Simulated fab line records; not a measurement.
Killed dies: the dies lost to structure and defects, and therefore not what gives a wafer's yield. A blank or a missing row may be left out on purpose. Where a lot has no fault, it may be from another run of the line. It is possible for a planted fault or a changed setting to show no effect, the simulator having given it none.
Which of the tools did it? :: flow nand harc :: 13 lots, 39 wafers sampled, at 4 steps of a route of 1159

## WHAT THE GAUGES SHOWED, per wafer
NHARC_A_ONON_D1_THK_MEAS_02: measures by ellipsometry. Usual: thk nm at 999 nm, with a standard deviation of 8.4.
lot: L239
measured: day 7 18:24
on: film metro-01
thk nm (nm): 985 986 987
flag: 

lot: L241
measured: day 8 02:39
on: film metro-01
thk nm (nm): 993 994 993
flag: 

lot: L240
measured: day 8 02:39
on: film metro-02
thk nm (nm): 1001 1002 1000
flag: 

lot: L252
measured: day 10 14:59
on: film metro-01
thk nm (nm): 425 426 427
flag: OFF

lot: L253
measured: day 10 15:03
on: film metro-02
thk nm (nm): 1007 1007 1006
flag: 

lot: L250
measured: day 11 04:29
on: film metro-01
thk nm (nm): 406 407 404
flag: OFF

lot: L254
measured: day 11 10:53
on: film metro-02
thk nm (nm): 997 997 995
flag: 

lot: L256
measured: day 11 14:56
on: film metro-02
thk nm (nm): 997 996 998
flag: 

lot: L255
measured: day 11 14:56
on: film metro-01
thk nm (nm): 1007 1006 1006
flag: 

lot: L257
measured: day 12 08:55
on: film metro-01
thk nm (nm): 993 992 994
flag: 

lot: L259
measured: day 12 13:02
on: film metro-01
thk nm (nm): 1002 1004 1004
flag: 

lot: L260
measured: day 13 03:39
on: film metro-02
thk nm (nm): 999 998 997
flag: 

lot: L261
measured: day 13 13:35
on: film metro-01
thk nm (nm): 982 982 982
flag: 

NHARC_END_SORT_01. Usual: killed at array 28, standard deviation 11; killed at other 0.7, standard deviation 1.1; killed at periphery 2.9, standard deviation 2; killed dies 32, standard deviation 11; killed open 3.2, standard deviation 1.8; killed short 2.0, standard deviation 1.4.
lot: L252
measured: day 22 04:53
on: prober-01
killed at array: 674 671 672
killed at other: 1 1 1
killed at periphery: 2 5 4
killed dies: 677 677 677
killed open: 3 6 4
killed short: 6 5 4
flag: OFF

lot: L250
measured: day 22 13:45
on: prober-02
killed at array: 671 672 669
killed at other: 2 2 4
killed at periphery: 4 3 4
killed dies: 677 677 677
killed open: 3 3 3
killed short: 2 1 1
flag: OFF

## TOOL THAT RAN EACH LOT (tool first, then ch and the chambers of the sampled wafers, then the start)
lot: L239
NHARC_P_BONDPAD_PVD_27: pvd sputter-03, day 7 18:00 or earlier
NHARC_A_ONON_D1_DEP_00: pecvd onon-01 ch 0, day 7 18:00

lot: L241
NHARC_P_BONDPAD_PVD_27: pvd sputter-01, day 8 02:12 or earlier
NHARC_A_ONON_D1_DEP_00: pecvd onon-03 ch 0, day 8 02:12

lot: L240
NHARC_P_BONDPAD_PVD_27: pvd sputter-02, day 8 02:12 or earlier
NHARC_A_ONON_D1_DEP_00: pecvd onon-02 ch 0, day 8 02:12

lot: L252
NHARC_P_BONDPAD_PVD_27: pvd sputter-01, day 10 14:32 or earlier
NHARC_A_ONON_D1_DEP_00: pecvd onon-01 ch 0, day 10 14:32

lot: L253
NHARC_P_BONDPAD_PVD_27: pvd sputter-02, day 10 14:31 or earlier
NHARC_A_ONON_D1_DEP_00: pecvd onon-03 ch 0, day 10 14:31

lot: L250
NHARC_P_BONDPAD_PVD_27: pvd sputter-01, day 11 03:58 or earlier
NHARC_A_ONON_D1_DEP_00: pecvd onon-01 ch 0, day 11 03:58

lot: L254
NHARC_P_BONDPAD_PVD_27: pvd sputter-03, day 11 10:29 or earlier
NHARC_A_ONON_D1_DEP_00: pecvd onon-03 ch 0, day 11 10:29

lot: L256
NHARC_P_BONDPAD_PVD_27: pvd sputter-01, day 11 14:32 or earlier
NHARC_A_ONON_D1_DEP_00: pecvd onon-03 ch 0, day 11 14:32

lot: L255
NHARC_P_BONDPAD_PVD_27: pvd sputter-02, day 11 14:25 or earlier
NHARC_A_ONON_D1_DEP_00: pecvd onon-02 ch 0, day 11 14:25

lot: L257
NHARC_P_BONDPAD_PVD_27: pvd sputter-01, day 12 08:32 or earlier
NHARC_A_ONON_D1_DEP_00: pecvd onon-03 ch 0, day 12 08:32

lot: L259
NHARC_P_BONDPAD_PVD_27: pvd sputter-02, day 12 12:31 or earlier
NHARC_A_ONON_D1_DEP_00: pecvd onon-02 ch 0, day 12 12:31

lot: L260
NHARC_P_BONDPAD_PVD_27: pvd sputter-01, day 13 03:08 or earlier
NHARC_A_ONON_D1_DEP_00: pecvd onon-02 ch 0, day 13 03:08

lot: L261
NHARC_P_BONDPAD_PVD_27: pvd sputter-01, day 13 13:08 or earlier
NHARC_A_ONON_D1_DEP_00: pecvd onon-01 ch 0, day 13 13:08
- NHARC_P_BONDPAD_PVD_27: deposits Cu, target thk 30 nm, time 20.49 s.
- NHARC_A_ONON_D1_DEP_00: target thk 1000 nm.

## WHAT THE TOOLS THEMSELVES READ (means of the sampled wafers that have a number; where no wafer has one, the mark that the record gives instead)
NHARC_P_BONDPAD_PVD_27. Usual: chamber pressure pa 5.001 Pa, standard deviation 0.0096; substrate temp c 29.98 C, standard deviation 0.1; throttle valve pct 30.3 %, standard deviation 0.89.
lot: L239
tool: pvd sputter-03
chamber pressure pa (Pa): 5.000
substrate temp c (C): 30.03
throttle valve pct (%): 30.3
flag: 

lot: L241
tool: pvd sputter-01
chamber pressure pa (Pa): 5.005
substrate temp c (C): 30.06
throttle valve pct (%): 30.0
flag: 

lot: L240
tool: pvd sputter-02
chamber pressure pa (Pa): 4.992
substrate temp c (C): 29.99
throttle valve pct (%): 28.8
flag: 

lot: L252
tool: pvd sputter-01
chamber pressure pa (Pa): 4.999
substrate temp c (C): 30.13
throttle valve pct (%): 30.7
flag: 

lot: L253
tool: pvd sputter-02
chamber pressure pa (Pa): 4.997
substrate temp c (C): 30.05
throttle valve pct (%): 30.4
flag: 

lot: L250
tool: pvd sputter-01
chamber pressure pa (Pa): 5.000
substrate temp c (C): 30.00
throttle valve pct (%): 30.3
flag: 

lot: L254
tool: pvd sputter-03
chamber pressure pa (Pa): 5.004
substrate temp c (C): 29.97
throttle valve pct (%): 30.4
flag: 

lot: L256
tool: pvd sputter-01
chamber pressure pa (Pa): 5.002
substrate temp c (C): 29.93
throttle valve pct (%): 30.8
flag: 

lot: L255
tool: pvd sputter-02
chamber pressure pa (Pa): 5.002
substrate temp c (C): 30.00
throttle valve pct (%): 30.7
flag: 

lot: L257
tool: pvd sputter-01
chamber pressure pa (Pa): 4.996
substrate temp c (C): 29.94
throttle valve pct (%): 30.3
flag: 

lot: L259
tool: pvd sputter-02
chamber pressure pa (Pa): 5.000
substrate temp c (C): 29.94
throttle valve pct (%): 29.4
flag: 

lot: L260
tool: pvd sputter-01
chamber pressure pa (Pa): 5.009
substrate temp c (C): 30.01
throttle valve pct (%): 30.9
flag: 

lot: L261
tool: pvd sputter-01
chamber pressure pa (Pa): 4.988
substrate temp c (C): 30.05
throttle valve pct (%): 31.0
flag: 

NHARC_A_ONON_D1_DEP_00. Usual: n2 flow sccm 2753 sccm, standard deviation 8; sih4 flow sccm 210.2 sccm, standard deviation 0.55.
lot: L239
tool: pecvd onon-01
n2 flow sccm (sccm): 2756
sih4 flow sccm (sccm): 210.6
flag: 

lot: L241
tool: pecvd onon-03
n2 flow sccm (sccm): 2742
sih4 flow sccm (sccm): 209.5
flag: 

lot: L240
tool: pecvd onon-02
n2 flow sccm (sccm): 2753
sih4 flow sccm (sccm): 210.3
flag: 

lot: L252
tool: pecvd onon-01
n2 flow sccm (sccm): 2752
sih4 flow sccm (sccm): 210.0
flag: 

lot: L253
tool: pecvd onon-03
n2 flow sccm (sccm): 2755
sih4 flow sccm (sccm): 210.8
flag: 

lot: L250
tool: pecvd onon-01
n2 flow sccm (sccm): 2759
sih4 flow sccm (sccm): 209.3
flag: 

lot: L254
tool: pecvd onon-03
n2 flow sccm (sccm): 2751
sih4 flow sccm (sccm): 210.9
flag: 

lot: L256
tool: pecvd onon-03
n2 flow sccm (sccm): 2754
sih4 flow sccm (sccm): 210.3
flag: 

lot: L255
tool: pecvd onon-02
n2 flow sccm (sccm): 2748
sih4 flow sccm (sccm): 209.9
flag: 

lot: L257
tool: pecvd onon-03
n2 flow sccm (sccm): 2747
sih4 flow sccm (sccm): 210.4
flag: 

lot: L259
tool: pecvd onon-02
n2 flow sccm (sccm): 2745
sih4 flow sccm (sccm): 211.0
flag: 

lot: L260
tool: pecvd onon-02
n2 flow sccm (sccm): 2767
sih4 flow sccm (sccm): 210.0
flag: 

lot: L261
tool: pecvd onon-01
n2 flow sccm (sccm): 2746
sih4 flow sccm (sccm): 210.1
flag: 

## THE ANSWER, worked out from the rows above alone
Rule: take the mean of a lot's wafers that have a number; if it is more than 3 standard deviations from the usual mean, the lot is off. Also off: a lot with no number at a reading for which 4 or more lots have one. Where the step has rows for the other lots, those lots are counted as sound. The gauges are gone through in route order, then the tools' own readings, and for those a lot's mean is taken as printed above. At the first step where some lot is off, the reading lying furthest off is the one used; lots without a number count as furthest.
Off: L252, L250 (NHARC_A_ONON_D1_THK_MEAS_02, thk nm).
A tool fits if, at a process step before that reading, it ran every lot that is off, and no sound lot after the first of them. Not tried: the gauges at NHARC_A_ONON_D1_THK_MEAS_02; whatever is off there is also off at NHARC_END_SORT_01, on other tools, and gauge error can't account for it. NHARC_P_BONDPAD_PVD_27: start missing for some lots; hours and lot order therefore follow NHARC_A_ONON_D1_DEP_00. Not one of the candidates tried fits.

## WHAT THE SIMULATOR HAD INSERTED
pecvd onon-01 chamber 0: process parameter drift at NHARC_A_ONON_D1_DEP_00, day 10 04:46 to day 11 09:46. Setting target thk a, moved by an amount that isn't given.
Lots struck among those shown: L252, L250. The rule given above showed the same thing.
